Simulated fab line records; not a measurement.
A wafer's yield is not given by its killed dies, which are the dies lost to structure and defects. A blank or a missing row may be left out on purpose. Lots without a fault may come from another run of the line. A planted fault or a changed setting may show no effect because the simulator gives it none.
Which of the tools did it? ; flow nandHarc ; 24 lots with 72 wafers sampled at 4 steps, on a route of 1302 steps

== WHAT THE GAUGES READ, wafer by wafer ==
NHARC_A_BLC_CD_MEAS_19.
lot;measured;on;cdNm (nm)
L074;day 23 00:53;cdSem-01;101.2 101.2 102.4
L077;day 23 08:40;cdSem-01;100.0 101.9 99.7
L075;day 23 10:10;cdSem-01;100.7 101.6 101.1
L076;day 23 12:50;cdSem-02;100.6 98.9 101.1
L078;day 24 07:13;cdSem-03;100.4 100.2 100.1
L079;day 24 21:52;cdSem-03;102.0 103.9 99.5
L080;day 25 10:22;cdSem-03;97.1 98.2 97.6
L081;day 26 09:38;cdSem-01;98.9 100.7 102.5
L082;day 26 15:28;cdSem-03;97.3 101.6 98.4
L083;day 26 18:10;cdSem-01;103.9 104.9 100.9
L084;day 27 00:31;cdSem-02;100.7 103.9 99.5
L086;day 27 02:56;cdSem-02;101.2 103.9 101.7
L085;day 27 11:59;cdSem-02;102.0 105.1 102.4
L088;day 28 06:28;cdSem-01;103.9 100.9 102.2
L089;day 28 11:10;cdSem-01;104.4 101.2 101.6
L087;day 28 14:18;cdSem-02;103.5 100.5 103.0
L091;day 29 18:13;cdSem-01;104.3 99.8 100.0
L090;day 29 19:47;cdSem-02;102.1 103.8 100.8
L092;day 30 13:28;cdSem-03;104.4 100.0 103.9
L093;day 30 13:53;cdSem-01;100.6 98.8 102.7
L095;day 31 04:11;cdSem-01;100.5 97.4 100.0
L094;day 31 05:06;cdSem-02;98.9 103.9 102.8
L097;day 32 15:04;cdSem-02;96.8 97.5 103.3
L096;day 32 18:00;cdSem-02;99.7 101.3 104.3

NHARC_A_M0_INSPECT_11.
lot;measured;on;rawDefectCount
L074;day 23 03:54;defectInspect-02;107 115 117
L077;day 23 11:38;defectInspect-02;118 136 121
L075;day 23 13:10;defectInspect-02;84 82 102
L076;day 23 15:49;defectInspect-01;48 59 55
L078;day 24 10:13;defectInspect-02;116 119 132
L079;day 25 00:54;defectInspect-02;55 67 59
L080;day 25 13:15;defectInspect-01;69 72 63
L081;day 26 12:46;defectInspect-02;30 17 26
L082;day 26 18:32;defectInspect-02;139 131 146
L083;day 26 21:14;defectInspect-02;76 82 81
L084;day 27 03:37;defectInspect-02;93 114 129
L086;day 27 06:18;defectInspect-01;102 98 89
L085;day 27 14:59;defectInspect-02;73 63 69
L088;day 28 10:04;defectInspect-02;46 53 54
L089;day 28 14:10;defectInspect-01;117 135 134
L087;day 28 17:11;defectInspect-01;89 73 74
L091;day 29 21:19;defectInspect-01;28 29 27
L090;day 29 22:47;defectInspect-01;147 147 149
L092;day 30 16:21;defectInspect-01;40 41 41
L093;day 30 16:53;defectInspect-01;151 141 140
L095;day 31 07:10;defectInspect-01;67 71 65
L094;day 31 08:09;defectInspect-02;91 89 103
L097;day 32 17:59;defectInspect-01;140 156 130
L096;day 32 21:01;defectInspect-01;46 42 48

== WHICH TOOL RAN EACH LOT (tool, then ch and the chambers of the sampled wafers, then the start) ==
lot;NHARC_A_CONTACT_CMP_20;NHARC_A_BLC_STRIP_29
L074;cmp-03 ch 1,2, day 22 22:49;rieDiel-08 ch 2,3, day 23 00:58
L077;cmp-04 ch 1,2,3, day 23 06:40;rieDiel-08 ch 1,3, day 23 08:46
L075;cmp-03 ch 2,3, day 23 08:13;rieDiel-08 ch 0,2,3, day 23 10:15
L076;cmp-03 ch 0,2,3, day 23 10:53;rieDiel-07 ch 0,1,3, day 23 12:55
L078;cmp-04 ch 1,2, day 24 05:10;rieDiel-11 ch 0,1,3, day 24 07:19
L079;cmp-01 ch 0,3, day 24 19:39;rieDiel-11 ch 0,3, day 24 21:56
L080;cmp-04 ch 1,2, day 25 08:07;rieDiel-07 ch 0,1, day 25 10:26
L081;cmp-04 ch 1,2,3, day 26 07:34;rieDiel-08 ch 0,1,2, day 26 09:43
L082;cmp-04 ch 0,1, day 26 13:33;rieDiel-07 ch 1,3, day 26 15:33
L083;cmp-03 ch 0,3, day 26 16:07;rieDiel-07 ch 0,1,3, day 26 18:17
L084;cmp-01 ch 1,2, day 26 22:28;rieDiel-07 ch 0,3, day 27 00:36
L086;cmp-03 ch 1,2,3, day 27 01:04;rieDiel-08 ch 0,1, day 27 03:00
L085;cmp-04 ch 1,2, day 27 10:01;rieDiel-07 ch 0,2, day 27 12:04
L088;cmp-04 ch 0,1,3, day 28 04:32;rieDiel-11 ch 1,2,3, day 28 06:33
L089;cmp-04 ch 0,1, day 28 09:05;rieDiel-08 ch 1,2, day 28 11:15
L087;cmp-01 ch 0,3, day 28 12:22;rieDiel-11 ch 1,2,3, day 28 14:24
L091;cmp-04 ch 0,1,2, day 29 16:10;rieDiel-07 ch 0,1,3, day 29 18:18
L090;cmp-04 ch 1,2,3, day 29 17:43;rieDiel-07 ch 2,3, day 29 19:51
L092;cmp-04 ch 0,1,3, day 30 11:27;rieDiel-11 ch 0,1,2, day 30 13:32
L093;cmp-01 ch 0,2,3, day 30 11:49;rieDiel-07 ch 1,3, day 30 13:59
L095;cmp-01 ch 0,1,2, day 31 02:10;rieDiel-07 ch 0,3, day 31 04:15
L094;cmp-03 ch 1,2,3, day 31 03:02;rieDiel-11 ch 0,1,2, day 31 05:12
L097;cmp-01 ch 2,3, day 32 13:01;rieDiel-07 ch 2,3, day 32 15:10
L096;cmp-04 ch 0,3, day 32 15:46;rieDiel-08 ch 0,1, day 32 18:05
- NHARC_A_CONTACT_CMP_20: polishes, t overpolish 30 s, target thk 300 nm.
- NHARC_A_BLC_STRIP_29: strips in CF4.

== AS READ BY THE TOOLS THEMSELVES (means over the sampled wafers that have a number; for cases with no such wafer, the mark the record gives instead) ==
NHARC_A_CONTACT_CMP_20.
lot;tool;motorCurrentA (A);overpolishRunS (s);timeToEndpointS (s)
L074;cmp-03;10.1;30.003;62
L077;cmp-04;11.5;30.011;55
L075;cmp-03;11.4;30.001;60
L076;cmp-03;11.6;30.006;64
L078;cmp-04;11.0;30.002;60
L079;cmp-01;10.1;29.998;64
L080;cmp-04;11.3;29.998;58
L081;cmp-04;11.5;30.005;60
L082;cmp-04;12.3;30.009;59
L083;cmp-03;11.8;30.001;61
L084;cmp-01;12.1;30.000;64
L086;cmp-03;10.9;30.000;59
L085;cmp-04;10.6;29.993;60
L088;cmp-04;12.0;29.996;58
L089;cmp-04;12.0;30.002;56
L087;cmp-01;10.2;29.995;63
L091;cmp-04;11.4;30.001;56
L090;cmp-04;11.5;29.996;57
L092;cmp-04;12.3;30.005;57
L093;cmp-01;10.9;30.004;61
L095;cmp-01;11.9;30.008;62
L094;cmp-03;10.6;29.994;60
L097;cmp-01;11.5;29.994;61
L096;cmp-04;12.3;30.007;59

NHARC_A_BLC_STRIP_29.
lot;tool;drypumpMotorCurrentA (A);oesProductAu (a.u.);rfVppV (V);showerheadPlenumPTorr (Torr);throttleValvePct (%)
L074;rieDiel-08;6.3;1.008;59.3;1.72;13.288
L077;rieDiel-08;5.3;1.002;59.5;1.80;13.277
L075;rieDiel-08;6.1;0.996;58.7;1.75;13.286
L076;rieDiel-07;5.7;1.001;59.6;1.74;13.283
L078;rieDiel-11;5.9;0.988;59.5;1.80;13.292
L079;rieDiel-11;6.0;0.995;59.1;1.79;13.276
L080;rieDiel-07;6.1;1.005;60.0;1.82;13.291
L081;rieDiel-08;5.7;1.013;59.8;1.82;13.281
L082;rieDiel-07;5.7;0.998;58.7;1.73;13.284
L083;rieDiel-07;5.7;1.001;59.3;1.74;13.279
L084;rieDiel-07;5.3;0.993;59.1;1.67;13.279
L086;rieDiel-08;5.4;1.007;60.9;1.85;13.282
L085;rieDiel-07;5.6;0.996;60.1;1.74;13.283
L088;rieDiel-11;5.8;0.992;59.2;1.73;13.289
L089;rieDiel-08;6.0;1.009;59.9;1.79;13.283
L087;rieDiel-11;5.8;1.002;59.0;1.73;13.289
L091;rieDiel-07;5.7;0.995;59.2;1.74;13.282
L090;rieDiel-07;5.4;0.995;59.2;1.69;13.283
L092;rieDiel-11;5.9;0.991;60.1;1.79;13.291
L093;rieDiel-07;6.0;0.987;59.3;1.81;13.278
L095;rieDiel-07;5.3;1.001;59.2;1.66;13.282
L094;rieDiel-11;5.9;0.994;60.5;1.78;13.287
L097;rieDiel-07;5.4;1.000;59.0;1.69;13.288
L096;rieDiel-08;5.4;1.006;59.7;1.85;13.274

== THE ANSWER, worked out from the rows above alone ==
Rule: what is usual is taken from the lots themselves. Put in order of their means at a reading, lots are off if they are a third of the lots or fewer, leave a main group of 4 or more, and stand apart from it by a gap of 3 or more times the standard deviation of the main group's means; of several such gaps the widest counts. A main group whose means are all the same, to the digits that the tables above print for the reading, isn't used. A lot without any number at a reading at which 4 lots or more have one is off too. The other lots that the step has rows for count as sound. First the gauges in route order, then the tools' own readings, where a lot's mean is used as printed above. At the first step where some lot is off, the reading lying furthest off is the one used; lots without a number count as furthest.
No lot is off at any reading shown: from this, nothing can be told.

== WHAT THE SIMULATOR HAD PUT IN ==
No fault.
